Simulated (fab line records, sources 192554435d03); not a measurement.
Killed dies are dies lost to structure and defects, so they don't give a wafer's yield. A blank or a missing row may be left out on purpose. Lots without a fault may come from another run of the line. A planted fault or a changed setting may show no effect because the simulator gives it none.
fab line records | flow n5_finfet | part 2 of 2: steps 18 to 22 of 22
record lots=5 wafers=15 last_day=17
route steps=1938 shown BEOL_M0_SAQP@647
lots that met no fault: from a run of the same line without faults
start_h: hours from the record's first day to the start of the lot's first wafer shown | wait_h: hours since the lot's step before | " the same as in the row above | L1.1+2: a row that stands for several wafers | - no value, or no start given | * or withheld: withheld | < > ~ a bound
route shown NAME@n: a module of which the file shows steps, and the number in the route of the first | usual: mean/standard deviation of fault-free wafers | same: alike in all rows | chamber/n: place in a boat | sites: the reading at each site | _std_site: their standard deviation | _edge_site: outer sites' mean less inner sites' | radius_mm: how far each site lies from the wafer's centre | mask NAME#n: copy n | behind: the tool/chamber that last shaped the wafer | hold: why the lot was held/for how many hours/how that ended | device: the transistor (n, p or np) that didn't switch | end of line: the same wafers' tests at the end of the route | a step without rows: its recipe alone | killed: dies lost to structure and defects at the first sort, not the wafer's yield | map: a wafer's dies, x killed, . not, _ none there
set.NAME: the setting as run; set.NAME@STEP: as run at that earlier step | model.NAME: the simulator's own value behind a step, which no gauge read
lots at some steps of the route; a table a step, a row a wafer
services: from which hour (start_h, from the record's first day; less than 0 if before it) a tool's chamber was out of use, for how many hours, and why
## steps
# step N5_BEOL_M0_SAQP_SPACER1_ETCHBACK_99
# recipe chemistry=CHF3/O2 mode=anisotropic_etchback target=SiO2 target_depth_a=154 time_s=7.7 pressure_mtorr=30 source_w=650 bias_w=170 Ar_flow_sccm=200 CHF3_flow_sccm=50 O2_flow_sccm=5 ion_energy_ev=200
# usual CHF3_flow_sccm=50.01/0.18 bias_w=170.0/0.5 drypump_motor_current_A=5.79/0.3 oes_ar_750_au=0.79/0.056 oes_o_777_au=0.80/0.063 oes_product_au=0.79/0.056 rf_vpp_V=530/15 showerhead_plenum_p_Torr=2.40/0.084 throttle_valve_pct=18.89/0.22
# columns lot.wafer tool chamber start_h wait_h CHF3_flow_sccm bias_w drypump_motor_current_A oes_ar_750_au oes_o_777_au oes_product_au rf_hours_counter_h rf_vpp_V showerhead_plenum_p_Torr throttle_valve_pct
L076.1 rie_diel-01 3 121.99 0.3 49.97 170.2 5.70 0.78 0.77 0.78 123 513 2.33 19.04
L076.4 " 0 " " 49.77 169.2 5.72 0.87 0.89 0.88 34 552 2.46 18.61
L076.6 " 3 " " 50.02 170.2 5.71 0.78 0.77 0.77 - 513 2.33 19.03
L082.4 rie_diel-04 3 157.73 0.3 49.84 169.8 4.99 0.78 0.78 0.79 - 546 2.41 18.46
L082.5 " 1 " " 50.00 170.7 5.68 0.90 0.95 0.90 - 530 2.35 18.61
L082.6 " 0 " " 50.07 170.3 5.72 0.80 0.82 0.80 - 500 2.41 18.82
L086.1 rie_diel-01 0 180.46 0.3 49.87 170.0 5.78 0.84 0.86 0.84 51 550 2.46 18.65
L086.3 " 2 " " 49.84 169.7 6.38 0.75 0.76 0.75 176 523 2.51 18.98
L086.6 " 1 " " 49.66 169.0 5.92 0.72 0.75 0.73 - 532 2.30 19.07
L095.2 rie_diel-01 1 235.92 0.3 50.36 169.4 5.91 0.72 0.74 0.72 208 530 2.30 19.09
L095.4 " 3 " " 50.07 169.7 5.69 0.76 0.74 0.74 155 512 2.31 19.08
L095.6 " 0 " " 49.90 169.3 5.76 0.83 0.85 0.81 - 550 2.45 18.67
L096.3 rie_diel-01 3 245.49 0.3 49.73 169.2 5.72 0.75 0.73 0.73 158 513 2.31 19.08
L096.4 " 0 " " 50.34 170.6 5.80 0.82 0.85 0.82 69 549 2.45 18.68
L096.6 " 0 " " 49.95 170.6 5.77 0.82 0.84 0.81 - 549 2.45 18.68
# step N5_BEOL_M0_SAQP_MANDREL1_REMOVE_100
# recipe chemistry=HBr/Cl2/O2 bt_time_s=10 target=a-Si stop_on=SiNx endpoint=OES-SiCl over_etch_frac=0.85 icp_w=600 bias_w=30 HBr_flow_sccm=150 Cl2_flow_sccm=80 O2_flow_sccm=5 pressure_mtorr=10
# usual HBr_flow_sccm=149.9/0.49 bias_w=30.01/0.1 drypump_motor_current_A=5.7/0.38 mfc_cl2_sccm=79.99/0.22 oes_o_777_au=0.99/0.067 oes_product_au=1.005/0.015 throttle_valve_pct=36.6/0.3
# columns lot.wafer tool chamber start_h wait_h HBr_flow_sccm bias_w drypump_motor_current_A mfc_cl2_sccm oes_o_777_au oes_product_au rf_hours_counter_h throttle_valve_pct
L076.1 rie_si-02 3 122.07 0.1 149.8 29.84 6.0 80.56 1.00 1.025 6 36.5
L076.4 " 0 " " 150.8 29.95 5.5 80.09 0.94 0.960 - 36.3
L076.6 " 1 " " 149.6 29.88 4.9 79.79 1.08 1.000 - 35.9
L082.4 rie_si-02 3 157.79 0.0 149.6 29.90 6.0 80.28 1.01 1.006 6 36.6
L082.5 " 3 " " 149.7 29.87 6.0 79.58 1.00 1.017 - 36.6
L082.6 " 2 " " 149.8 29.87 5.8 79.97 1.02 1.010 - 37.0
L086.1 rie_si-02 3 180.54 0.1 149.7 29.99 6.0 79.93 1.00 1.025 7 36.6
L086.3 " 2 " " 149.3 30.02 5.8 79.74 1.02 1.028 135 37.0
L086.6 " 3 " " 149.6 30.01 6.0 80.11 1.01 1.013 - 36.6
L095.2 rie_si-02 1 236.00 0.1 149.8 30.15 4.9 79.66 1.07 0.993 16 35.9
L095.4 " 2 " " 151.3 29.89 5.8 79.97 1.02 1.027 136 37.0
L095.6 " 2 " " 150.7 29.85 5.8 80.13 1.02 1.035 - 37.0
L096.3 rie_si-01 2 245.58 0.1 150.2 29.98 5.7 79.63 1.10 1.006 146 36.7
L096.4 " 1 " " 149.8 29.93 5.0 79.84 0.96 0.995 6 36.2
L096.6 " 0 " " 150.0 29.84 6.2 80.01 0.94 1.003 - 36.7
# step N5_BEOL_M0_SAQP_CD_MEAS_25
# recipe target_cd_nm=13.1 landing_energy_ev=1000 detector=se_inlens
# usual cd_nm=12.80/0.22
# columns lot.wafer tool chamber start_h wait_h cd_nm
L076.1 cd_sem-02 0 122.18 0.1 13.15
L076.4 " 0 " " 12.74
L076.6 " 0 " " 12.68
L082.4 cd_sem-02 0 157.90 0.1 12.87
L082.5 " 0 " " 12.86
L082.6 " 0 " " 12.43
L086.1 cd_sem-02 0 180.65 0.1 13.15
L086.3 " 0 " " 12.80
L086.6 " 0 " " 13.24
L095.2 cd_sem-02 0 236.11 0.1 12.68
L095.4 " 0 " " 13.03
L095.6 " 0 " " 12.74
L096.3 cd_sem-01 0 245.69 0.1 12.57
L096.4 " 0 " " 12.54
L096.6 " 0 " " 12.83
# step N5_BEOL_M0_SAQP_ETCH_101
# recipe chemistry=CH3F/O2 target=SiNx mask_material=SiO2 target_depth_a=299 time_s=42.7 pressure_mtorr=30 source_w=395 bias_w=73 Ar_flow_sccm=150 CH3F_flow_sccm=30 O2_flow_sccm=20 ion_energy_ev=120
# usual CH3F_flow_sccm=29.99/0.085 bias_w=73.00/0.24 drypump_motor_current_A=5.7/0.3 oes_ar_750_au=0.79/0.053 oes_o_777_au=0.78/0.049 oes_product_au=0.79/0.058 rf_vpp_V=301/8 showerhead_plenum_p_Torr=2.02/0.074 throttle_valve_pct=16.43/0.21
# columns lot.wafer tool chamber start_h wait_h CH3F_flow_sccm bias_w drypump_motor_current_A oes_ar_750_au oes_o_777_au oes_product_au rf_hours_counter_h rf_vpp_V showerhead_plenum_p_Torr throttle_valve_pct
L076.1 rie_diel-01 2 122.22 0.0 29.96 72.67 6.4 0.76 0.78 0.76 160 298 2.10 16.44
L076.4 " 0 " " 30.02 73.07 5.8 0.86 0.87 0.86 34 313 2.05 16.09
L076.6 " 1 " " 29.97 73.38 5.9 0.73 0.73 0.74 - 303 1.92 16.56
L082.4 rie_diel-03 3 157.99 0.1 30.09 73.41 5.9 0.75 0.75 0.72 209 291 2.00 16.60
L082.5 " 1 " " 29.86 72.84 5.4 0.82 0.78 0.83 - 300 2.04 16.29
L082.6 " 0 " " 30.01 72.90 5.7 0.87 0.85 0.90 - 310 2.12 16.49
L086.1 rie_diel-03 3 180.69 0.0 29.84 73.22 5.9 0.73 0.75 0.71 216 291 2.00 16.63
L086.3 " 1 " " 30.00 73.31 5.3 0.81 0.79 0.81 106 300 2.04 16.30
L086.6 " 1 " " 29.92 72.84 5.3 0.81 0.79 0.80 - 300 2.04 16.31
L095.2 rie_diel-01 2 236.15 0.0 29.90 73.25 6.4 0.74 0.75 0.73 192 297 2.09 16.50
L095.4 " 0 " " 29.81 73.18 5.8 0.82 0.83 0.83 66 311 2.04 16.13
L095.6 " 1 " " 30.10 73.08 5.9 0.71 0.71 0.74 - 302 1.91 16.62
L096.3 rie_diel-04 1 245.73 0.0 30.04 72.94 5.7 0.85 0.88 0.86 81 303 1.95 16.17
L096.4 " 3 " " 29.98 73.00 5.0 0.76 0.74 0.76 140 307 1.99 16.02
L096.6 " 0 " " 30.03 73.20 5.7 0.78 0.80 0.77 - 284 2.00 16.37
# step N5_BEOL_M0_SAQP_ETCH_102
# recipe chemistry=CF4 target=SiO2 target_depth_a=40 ion_energy_ev=350 time_s=4.4 pressure_mtorr=10 icp_w=800 bias_w=400 cf4_flow_sccm=80
# usual bias_w=400.2/1.2 cf4_flow_sccm=79.98/0.25 drypump_motor_current_A=5.7/0.45 oes_product_au=1.002/0.025 throttle_valve_pct=21.64/0.22
# columns lot.wafer tool chamber start_h wait_h bias_w cf4_flow_sccm drypump_motor_current_A oes_product_au rf_hours_counter_h throttle_valve_pct
L076.1 rie_si-06 1 122.33 0.1 400.3 80.70 5.7 0.984 101 21.58
L076.4 " 3 " " 398.7 79.87 5.7 0.981 154 21.81
L076.6 " 1 " " 400.2 80.25 5.7 0.982 - 21.59
L082.4 rie_si-06 0 158.10 0.1 401.0 79.70 5.6 1.012 168 22.07
L082.5 " 1 " " 399.6 80.55 5.7 1.001 - 21.60
L082.6 " 0 " " 402.3 79.86 5.6 1.024 - 22.07
L086.1 rie_si-01 1 180.80 0.1 400.2 80.03 5.1 0.968 5 21.44
L086.3 " 3 " " 399.7 80.09 6.4 1.036 189 21.96
L086.6 " 3 " " 399.0 80.09 6.4 1.033 - 21.96
L095.2 rie_si-01 1 236.26 0.1 401.4 79.75 5.1 0.970 6 21.44
L095.4 " 3 " " 400.2 80.32 6.4 1.042 1 22.01
L095.6 " 3 " " 402.2 80.10 6.4 1.043 - 22.02
L096.3 rie_si-06 1 245.83 0.1 400.5 80.09 5.7 0.992 103 21.61
L096.4 " 3 " " 401.7 79.87 5.7 0.977 156 21.81
L096.6 " 2 " " 401.9 79.86 6.1 1.031 - 21.70
## services
# columns tool chamber start_h hours kind
ald_sin-02 0 99.25 - clean
ald_sin-02 1 99.25 - clean
ald_sin-04 0 100.88 8.9 repair
wet_bench-05 - 105.37 1.1 repair
wet_bench-05 - 113.22 0.9 repair
rie_si-02 2 119.32 7.9 repair
rie_si-01 3 127.17 14.5 repair
rie_si-01 - 135.75 0.1 repair
litho_track-03 - 139.49 - consumable_replace:filter
rie_diel-04 - 146.76 2.8 pm
rie_diel-04 2 163.49 3.9 repair
rie_si-01 0 165.37 12.0 repair
rie_si-01 1 168.08 2.8 repair
rie_si-06 0 187.32 1.8 repair
rie_si-01 3 193.42 - clean
rie_si-01 3 193.42 14.0 scheduled_down
rie_si-01 3 193.42 14.0 vent_cycle
rie_si-01 0 200.53 34.2 repair
rie_si-02 3 202.15 2.4 repair
ald_sin-04 2 202.84 1.5 repair
rie_si-06 2 204.79 5.0 repair
rie_diel-01 - 207.15 2.3 repair
ald_sin-04 3 216.15 3.2 repair
rie_diel-01 - 229.78 2.5 repair
